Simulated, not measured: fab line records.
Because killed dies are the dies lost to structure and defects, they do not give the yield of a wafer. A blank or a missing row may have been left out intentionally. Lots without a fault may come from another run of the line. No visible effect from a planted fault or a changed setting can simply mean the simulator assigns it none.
What tool caused it?	flow n5Finfet	31 wafers from 11 lots sampled at 5 of the route's 1938 steps

== WHAT THE GAUGES READ, wafer by wafer ==
N5_BEOL_M4_CD_MEAS_35: target cd 18 nm, target cd y 22.4 nm.
lot	measured	on	cdNm (nm)
L464	day 7 19:46	cdSem-03	18.4 17.8 17.9
L463	day 7 23:11	cdSem-03	17.4 17.4 17.6
L465	day 8 04:38	cdSem-03	17.6 17.8 17.0
L469	day 10 02:04	cdSem-03	17.5 17.6 17.9
L471	day 10 04:03	cdSem-03	18.0 18.8 18.3
L474	day 10 15:52	cdSem-03	17.8 18.0 18.7
L475	day 11 02:49	cdSem-01	17.7 17.1 17.5
L481	day 12 14:29	cdSem-01	18.8 17.8
L482	day 12 14:41	cdSem-03	17.4 17.7 17.7
L483	day 12 17:26	cdSem-02	18.2 18.2
L486	day 14 00:14	cdSem-01	18.2 17.6 17.6

N5_BEOL_M4_RC_MEAS_101.
lot	measured	on	DIBL_N (mV/V)	DIBL_P (mV/V)	IOFF_N (nA/um)	IOFF_P (nA/um)	ION_N (uA/um)	ION_P (uA/um)	SS_N (mV/dec)	SS_P (mV/dec)	VT_N (mV)	VT_P (mV)
L464	day 7 23:35	prober-02	35.3 39.2 34.3	34.8 39.8 33.7	0.16 0.24 0.13	0.19 0.28 0.18	679 696 673	465 470 456	71.8 72.5 71.5	73.6 74.4 72.1	246 243 251	-251 -245 -254
L463	day 8 03:11	prober-02	36.6 37.2 39.9	38.2 38.7 40.6	0.15 0.17 0.22	0.21 0.21 0.24	675 677 694	463 462 465	72.2 71.7 72.0	74.0 73.7 74.3	249 247 244	-253 -252 -250
L465	day 8 08:12	prober-01	34.9 33.9 35.2	32.6 32.0 33.4	0.12 0.12 0.12	0.14 0.14 0.16	657 679 667	449 461 458	71.3 71.2 72.2	72.2 71.5 72.7	255 252 252	-257 -254 -254
L469	day 10 08:14	prober-01	38.4 35.3 35.4	37.2 34.7 34.4	0.20 0.15 0.15	0.26 0.22 0.21	697 689 678	470 473 468	71.9 71.2 72.0	73.5 73.2 72.7	246 249 250	-244 -248 -249
L471	day 10 09:13	prober-01	36.1 34.5 35.3	35.9 33.3 34.8	0.14 0.12 0.13	0.20 0.17 0.19	680 670 670	464 462 464	71.7 70.9 72.1	72.7 72.8 73.1	251 253 254	-251 -254 -253
L474	day 10 20:01	prober-02	32.9 34.6 35.7	34.8 36.6 38.1	0.12 0.14 0.16	0.17 0.19 0.21	679 674 683	470 462 466	70.5 70.4 71.0	72.2 72.8 73.8	253 253 252	-253 -251 -252
L475	day 11 07:14	prober-02	38.8 34.0 37.5	39.5 34.5 38.3	0.22 0.14 0.20	0.29 0.21 0.27	700 680 692	477 470 481	72.2 70.5 72.0	73.8 72.9 73.9	244 250 248	-246 -247 -247
L481	day 12 18:15	prober-01	36.7 36.4	36.8 36.6	0.14 0.13	0.18 0.17	672 670	453 459	71.7 71.3	72.7 72.7	252 250	-253 -254
L482	day 12 18:43	prober-02	34.6 34.2 35.2	34.6 34.5 34.7	0.13 0.13 0.13	0.20 0.19 0.20	650 665 659	458 462 460	71.4 70.3 71.3	72.5 73.3 72.6	249 250 250	-248 -248 -247
L483	day 12 21:07	prober-01	35.5 36.5	35.1 35.7	0.15 0.16	0.22 0.23	683 668	473 464	71.0 71.0	74.0 73.4	248 252	-249 -249
L486	day 14 04:31	prober-02	35.0 36.9 37.2	35.3 36.5 36.8	0.16 0.17 0.19	0.21 0.21 0.22	693 682 680	463 467 465	70.4 72.3 71.8	73.5 74.0 74.4	248 251 248	-250 -249 -250

== TOOL THAT RAN EACH LOT (tool first, then ch and the chambers of the sampled wafers, then the start) ==
lot	N5_BEOL_M4_CVD_47	N5_BEOL_M4_ANNEAL_49	N5_BEOL_M4_SPUTTER_81
L464	cvdCo-02 ch 0,1, day 7 20:30	pvdSputter-02, day 7 20:48	pvdSputter-02, day 7 21:10
L463	cvdCo-02 ch 0,1, day 7 23:48	pvdSputter-03, day 8 00:06	pvdSputter-03, day 8 00:28
L465	cvdCo-02 ch 1,2, day 8 05:10	pvdSputter-01, day 8 05:26	pvdSputter-01, day 8 05:47
L469	cvdCo-01 ch 0,1,2, day 10 03:44	pvdSputter-02, day 10 03:54	pvdSputter-02, day 10 04:16
L471	cvdCo-01 ch 1,2, day 10 06:10	pvdSputter-01, day 10 06:25	pvdSputter-01, day 10 06:47
L474	cvdCo-02 ch 0,1,2, day 10 16:47	pvdSputter-03, day 10 17:05	pvdSputter-03, day 10 17:27
L475	cvdCo-02 ch 0,1,2, day 11 04:02	pvdSputter-03, day 11 04:17	pvdSputter-03, day 11 04:38
L481	cvdCo-02 ch 0,1, day 12 14:55	pvdSputter-03, day 12 15:10	pvdSputter-03, day 12 15:31
L482	cvdCo-02 ch 1,2, day 12 15:14	pvdSputter-01, day 12 15:35	pvdSputter-01, day 12 15:56
L483	cvdCo-02 ch 0,2, day 12 18:05	pvdSputter-03, day 12 18:20	pvdSputter-03, day 12 18:41
L486	cvdCo-01 ch 1,2, day 14 00:57	pvdSputter-02, day 14 01:13	pvdSputter-02, day 14 01:34
- N5_BEOL_M4_CVD_47: deposits Co from CCTBA/H2, target thk 3 nm, time 223.8 s.
- N5_BEOL_M4_ANNEAL_49: time 240 s.
- N5_BEOL_M4_SPUTTER_81: material Cu, target thk 4.5 nm, time 8.29 s.

== WHAT THE TOOLS THEMSELVES READ (means of the sampled wafers that have a number; where no wafer has one, the mark that the record gives instead) ==
N5_BEOL_M4_CVD_47.
lot	tool	runLengthS (s)
L464	cvdCo-02	247.2
L463	cvdCo-02	247.3
L465	cvdCo-02	247.7
L469	cvdCo-01	246.9
L471	cvdCo-01	247.0
L474	cvdCo-02	247.2
L475	cvdCo-02	247.5
L481	cvdCo-02	245.5
L482	cvdCo-02	245.8
L483	cvdCo-02	245.6
L486	cvdCo-01	247.2

N5_BEOL_M4_ANNEAL_49.
lot	tool	heaterPowerW (W)
L464	pvdSputter-02	812
L463	pvdSputter-03	837
L465	pvdSputter-01	730
L469	pvdSputter-02	801
L471	pvdSputter-01	774
L474	pvdSputter-03	824
L475	pvdSputter-03	819
L481	pvdSputter-03	846
L482	pvdSputter-01	741
L483	pvdSputter-03	836
L486	pvdSputter-02	806

N5_BEOL_M4_SPUTTER_81.
lot	tool	throttleValvePct (%)
L464	pvdSputter-02	30.0
L463	pvdSputter-03	29.6
L465	pvdSputter-01	29.4
L469	pvdSputter-02	30.8
L471	pvdSputter-01	29.8
L474	pvdSputter-03	29.8
L475	pvdSputter-03	29.9
L481	pvdSputter-03	29.7
L482	pvdSputter-01	30.2
L483	pvdSputter-03	30.1
L486	pvdSputter-02	31.1

== THE ANSWER, worked out from the rows above alone ==
Rule: what is usual is taken from the lots themselves. Put in order of their means at a reading, lots are off if they are a third of the lots or fewer, leave a main group of 4 or more, and stand apart from it by a gap of 3 or more times the standard deviation of the main group's means; of several such gaps the widest counts. Not used: any main group whose means are identical at the precision the tables above print for the reading. A lot without any number at a reading at which 4 lots or more have one is off too. The other lots that the step has rows for count as sound. The gauges are gone through in route order, then the tools' own readings, and for those a lot's mean is taken as printed above. At the first step where some lot is off, the reading lying furthest off is the one used; lots without a number count as furthest.
Off: L481, L482, L483, at N5_BEOL_M4_CVD_47 (runLengthS). The main group: mean 247.2 s, standard deviation 0.24.
If a tool, at that step or one of the process steps before it, ran each lot that is off and ran no sound lot following the first of them, it fits. One candidate fits, namely cvdCo-02 at N5_BEOL_M4_CVD_47. A fault onset in the window from L475 (day 11 04:02, its last sound lot) to L481 (day 12 14:55, its first lot off) fits.
The tool's own readings at N5_BEOL_M4_CVD_47 bear it out: on the lots that are off they differ by more than 5 times the standard deviation of the sound lots' means. runLengthS reads 245.6 s there against 247.2 s on the sound lots.

== WHAT HAD BEEN PUT IN BY THE SIMULATOR ==
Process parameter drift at N5_BEOL_M4_CVD_47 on cvdCo-02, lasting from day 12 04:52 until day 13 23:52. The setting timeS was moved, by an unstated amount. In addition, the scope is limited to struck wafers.
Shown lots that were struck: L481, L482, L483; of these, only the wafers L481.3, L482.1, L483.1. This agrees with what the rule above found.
